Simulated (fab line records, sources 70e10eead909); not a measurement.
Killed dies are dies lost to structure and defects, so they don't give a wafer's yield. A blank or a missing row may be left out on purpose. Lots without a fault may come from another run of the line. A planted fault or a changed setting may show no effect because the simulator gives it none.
fab line records | flow nand_harc | part 2 of 2: steps 30 to 40 of 40
record lots=5 wafers=15 last_day=25
route steps=1159 shown A_BONDPAD@1093 HYBRID_BOND@1094 THIN_TSV@1101
lots that met no fault: from a run of the same line without faults
start_h: hours from the record's first day to the start of the lot's first wafer shown | wait_h: hours since the lot's step before | " the same as in the row above | L1.1+2: a row that stands for several wafers | - no value, or no start given | * or withheld: withheld | < > ~ a bound
route shown NAME@n: a module of which the file shows steps, and the number in the route of the first | usual: mean/standard deviation of fault-free wafers | same: alike in all rows | chamber/n: place in a boat | sites: the reading at each site | _std_site: their standard deviation | _edge_site: outer sites' mean less inner sites' | radius_mm: how far each site lies from the wafer's centre | mask NAME#n: copy n | behind: the tool/chamber that last shaped the wafer | hold: why the lot was held/for how many hours/how that ended | device: the transistor (n, p or np) that didn't switch | end of line: the same wafers' tests at the end of the route | a step without rows: its recipe alone | killed: dies lost to structure and defects at the first sort, not the wafer's yield | map: a wafer's dies, x killed, . not, _ none there
set.NAME: the setting as run; set.NAME@STEP: as run at that earlier step | model.NAME: the simulator's own value behind a step, which no gauge read
lots at some steps of the route; a table a step, a row a wafer
services: from which hour (start_h, from the record's first day; less than 0 if before it) a tool's chamber was out of use, for how many hours, and why
## steps
# step NHARC_THIN_TSV_STRIP_45
# recipe power_w=1500 temp_c=250 chemistry=O2
# usual drypump_motor_current_A=5.44/0.28 heater_power_w=329/30
# columns lot.wafer tool chamber start_h wait_h drypump_motor_current_A heater_power_w rf_hours_counter_h
L074.2 plasma_asher-02 0 496.40 0.1 5.59 306 38
L074.4 " 0 " " 5.59 298 -
L074.5 " 0 " " 5.60 295 -
L079.2 plasma_asher-02 0 500.14 0.1 5.59 304 40
L079.3 " 1 " " 5.75 317 -
L079.5 " 1 " " 5.77 313 -
L089.4 plasma_asher-01 0 523.47 0.2 5.11 367 -
L089.3 " 1 " " 5.12 359 -
L089.6 " 0 " " 5.10 357 -
L094.2 plasma_asher-01 0 537.66 0.1 5.11 367 27
L094.1 " 1 " " 5.16 363 27
L094.5 " 1 " " 5.14 359 -
L093.4 plasma_asher-01 0 542.89 0.5 5.12 370 -
L093.6 " 0 " " 5.11 371 -
L093.5 " 1 " " 5.13 359 -
# step NHARC_THIN_TSV_STRIP_46
# recipe time_s=1200 temp_c=72.5 chemistry=post_etch_residue_remover
# columns lot.wafer tool chamber start_h wait_h
L074.4+2+5 wet_bench-10 1,3,4 496.73 0.2
L079.3+2+5 wet_bench-08 6,1,2 500.49 0.2
L089.3+4+6 wet_bench-10 0,3,5 523.72 0.2
L094.1+5+2 wet_bench-10 6,7,0 538.03 0.3
L093.4+5+6 wet_bench-10 0,2,5 543.15 0.2
# step NHARC_THIN_TSV_DEP_47
# recipe target_thk_a=2000 temp_c=withheld pressure_torr=6.5 rf_w=900 teos_flow_sccm=161.4 flow_sccm=2650 target_thk_nm=200 gas=O2 material=SiO2
# usual flow_sccm=2649/8.3 throttle_valve_pct=16.1/0.53
# columns lot.wafer tool chamber start_h wait_h flow_sccm throttle_valve_pct
L074.2 pecvd-03 1 497.26 - 2638 16.5
L074.5 " 2 " " 2659 16.0
L074.4 " 0 " " 2642 16.8
L079.3 pecvd-01 0 500.94 - 2651 15.9
L079.2 " 2 " " 2663 16.2
L079.5 " 1 " " 2651 15.1
L089.4 pecvd-03 1 524.47 - 2645 16.5
L089.3 " 2 " " 2647 15.6
L089.6 " 2 " " 2654 15.8
L094.2 pecvd-02 1 538.46 - 2651 16.7
L094.1 " 2 " " 2636 15.6
L094.5 " 2 " " 2645 16.1
L093.6 pecvd-03 1 543.74 - 2650 16.5
L093.4 " 2 " " 2646 15.7
L093.5 " 0 " " 2645 16.8
# step NHARC_THIN_TSV_ETCHBACK_48
# recipe target_depth_a=10285 over_etch_frac=0.3 time_s=405.17 ion_energy_ev=250 c4f8_flow_sccm=withheld ar_flow_sccm=withheld rf_w=600 bias_w=300 chemistry=C4F8/Ar
# usual oes_product_au=0.95/0.032 rf_vpp_V=547/3.7
# same over_etch_frac=0.3
# columns lot.wafer tool chamber start_h wait_h oes_product_au rf_hours_counter_h rf_vpp_V
L074.4 rie_diel-10 2 497.61 - 0.91 9 551
L074.2 " 0 " " 0.93 9 552
L074.5 " 1 " " 0.93 - 542
L079.2 rie_diel-10 0 501.41 - 0.92 10 552
L079.3 " 1 " " 0.94 10 542
L079.5 " 3 " " 0.93 - 544
L089.4 rie_diel-12 1 524.87 0.3 1.00 14 548
L089.3 " 3 " " 0.99 12 545
L089.6 " 1 " " 0.98 - 548
L094.2 rie_diel-09 0 538.90 - 0.94 9 551
L094.1 " 2 " " 0.93 9 542
L094.5 " 0 " " 0.93 - 551
L093.4 rie_diel-09 1 544.00 - 0.93 9 552
L093.6 " 1 " " 0.94 - 551
L093.5 " 2 " " 0.95 - 542
# step NHARC_THIN_TSV_STRIP_62
# recipe power_w=1500 temp_c=250 time_s=20 chemistry=N2/H2
# usual drypump_motor_current_A=5.32/0.27 heater_power_w=342/31
# columns lot.wafer tool chamber start_h wait_h drypump_motor_current_A heater_power_w rf_hours_counter_h
L074.2 plasma_asher-02 1 498.08 - 5.78 300 39
L074.4 " 1 " " 5.79 304 -
L074.5 " 1 " " 5.72 311 -
L079.2 plasma_asher-02 1 501.76 - 5.72 315 41
L079.3 " 1 " " 5.74 307 -
L079.5 " 0 " " 5.58 303 -
L089.3 plasma_asher-01 0 525.27 - 5.09 367 -
L089.4 " 1 " " 5.13 374 -
L089.6 " 0 " " 5.11 371 -
L094.1 plasma_asher-01 1 539.43 - 5.12 376 29
L094.2 " 0 " " 5.10 367 29
L094.5 " 1 " " 5.12 366 -
L093.4 plasma_asher-01 0 544.43 - 5.12 366 -
L093.5 " 1 " " 5.15 380 -
L093.6 " 0 " " 5.10 366 -
# step NHARC_THIN_TSV_DEGAS_49
# recipe temp_c=300 time_s=120
# usual heater_power_w=461/49 susceptor_temp_C=300.01/0.17
# columns lot.wafer tool chamber start_h wait_h heater_power_w susceptor_temp_C
L074.4 pvd_sputter-02 - 498.51 0.4 428 300.13
L074.2 " - " " 460 300.40
L074.5 " - " " 418 300.17
L079.3 pvd_sputter-02 - 502.11 0.3 444 299.74
L079.2 " - " " 507 300.42
L079.5 " - " " 520 300.34
L089.4 pvd_sputter-02 - 525.40 0.1 442 299.91
L089.3 " - " " 415 300.04
L089.6 " - " " 453 299.93
L094.2 pvd_sputter-03 - 539.62 0.1 522 300.11
L094.1 " - " " 480 299.81
L094.5 " - " " 512 299.74
L093.4 pvd_sputter-03 - 544.55 0.1 447 300.39
L093.6 " - " " 490 300.10
L093.5 " - " " 441 300.30
# step NHARC_THIN_TSV_PRE_CLEAN_50
# recipe time_s=30 temp_c=280 gas=H2/He
# usual heater_power_w=404/44 susceptor_temp_C=279.98/0.21
# columns lot.wafer tool chamber start_h wait_h heater_power_w susceptor_temp_C
L074.4 pvd_sputter-02 - - - 448 280.10
L074.2 " - " " 387 280.03
L074.5 " - " " 443 279.63
L079.3 pvd_sputter-02 - - - 391 279.94
L079.2 " - " " 417 279.80
L079.5 " - " " 452 279.87
L089.4 pvd_sputter-02 - - - 447 279.65
L089.3 " - " " 379 280.04
L089.6 " - " " 454 279.64
L094.1 pvd_sputter-03 - - - 313 280.19
L094.2 " - " " 415 280.01
L094.5 " - " " 306 280.17
L093.4 pvd_sputter-03 - - - 448 -
L093.6 " - " " 388 -
L093.5 " - " " 423 -
# step NHARC_THIN_TSV_PVD_19
# recipe target_thk_a=200 chamber_pressure_pa=5 material=TaN
# usual throttle_valve_pct=30.0/1.1
# columns lot.wafer tool chamber start_h wait_h throttle_valve_pct
L074.4 pvd_sputter-02 - - - 31.6
L074.2 " - " " 31.1
L074.5 " - " " 31.4
L079.2 pvd_sputter-02 - - - 31.5
L079.3 " - " " 31.4
L079.5 " - " " 31.4
L089.3 pvd_sputter-02 - - - 30.1
L089.4 " - " " 28.8
L089.6 " - " " 30.3
L094.2 pvd_sputter-03 - - - 29.4
L094.1 " - " " 29.8
L094.5 " - " " 30.0
L093.4 pvd_sputter-03 - - - 29.5
L093.5 " - " " 30.2
L093.6 " - " " 28.3
# step NHARC_THIN_TSV_PVD_51
# recipe target_thk_a=1000 chamber_pressure_pa=5 material=Cu
# usual throttle_valve_pct=30.0/1
# columns lot.wafer tool chamber start_h wait_h throttle_valve_pct
L074.4 pvd_sputter-02 - - - 29.2
L074.2 " - " " 31.4
L074.5 " - " " 29.1
L079.2 pvd_sputter-02 - - - 31.7
L079.3 " - " " 31.5
L079.5 " - " " 31.6
L089.4 pvd_sputter-02 - - - 30.3
L089.3 " - " " 31.4
L089.6 " - " " 28.9
L094.1 pvd_sputter-03 - - - 29.9
L094.2 " - " " 30.3
L094.5 " - " " 29.3
L093.4 pvd_sputter-03 - - - 29.8
L093.5 " - " " 28.2
L093.6 " - " " 29.5
# step NHARC_THIN_TSV_ECD_20
# recipe target_thk_a=20000 material=Cu
# columns lot.wafer tool chamber start_h wait_h
L074.2+4+5 ecd_cu-02 0,1,0 499.79 -
L079.2+3+5 ecd_cu-01 0,1,0 503.52 -
L089.3+4+6 ecd_cu-01 0,1,1 526.05 -
L094.1+2+5 ecd_cu-01 0,1,0 540.06 -
L093.4+5+6 ecd_cu-02 1,0,1 545.30 -
# step NHARC_THIN_TSV_ANNEAL_52
# recipe temp_c=225 time_s=90
# usual wafer_temp_C_max=225.9/0.31
# columns lot.wafer tool chamber start_h wait_h wafer_temp_C_max
L074.2 rtp_anneal-01 0 500.59 0.7 226.4
L074.4 " 0 " " 226.4
L074.5 " 0 " " 226.7
L079.2 rtp_anneal-01 0 504.23 0.6 226.1
L079.3 " 0 " " 226.2
L079.5 " 0 " " 225.9
L089.3 rtp_anneal-01 0 526.69 0.5 225.7
L089.4 " 0 " " 225.9
L089.6 " 0 " " 226.1
L094.1 rtp_anneal-02 0 540.78 0.6 225.6
L094.2 " 0 " " 225.9
L094.5 " 0 " " 225.3
L093.4 rtp_anneal-01 0 545.89 0.5 226.2
L093.5 " 0 " " 226.3
L093.6 " 0 " " 226.1
## services
# columns tool chamber start_h hours kind
pvd_sputter-02 - 392.00 10.0 pm
wet_bench-08 - 406.40 8.0 pm
grinder-01 - 414.18 73.9 repair
ecd_cu-01 - 415.00 0.5 repair
wet_bench-10 - 423.20 8.0 pm
rie_diel-09 - 431.10 9.0 pm
rie_si-04 2 445.47 3.3 repair
rie_si-04 - 453.00 9.0 pm
plasma_asher-01 - 453.66 9.0 pm
rie_diel-08 1 456.44 8.4 repair
pecvd-03 - 473.18 13.0 pm
rie_diel-08 - 478.84 9.0 pm
grinder-01 - 490.59 0.8 repair
pvd_sputter-03 - 496.82 10.0 pm
rie_diel-08 - 500.71 0.4 repair
rie_diel-08 1 509.17 7.4 repair
pecvd-03 - 510.36 1.3 repair
litho_track-02 - 515.00 7.0 pm
grinder-01 - 518.39 1.1 repair
pvd_sputter-02 - 522.09 1.1 repair
rie_diel-09 3 523.29 4.3 repair
pecvd-03 0 523.88 7.3 repair
plasma_asher-02 - 537.51 9.0 pm
litho_track-07 - 539.00 7.0 pm
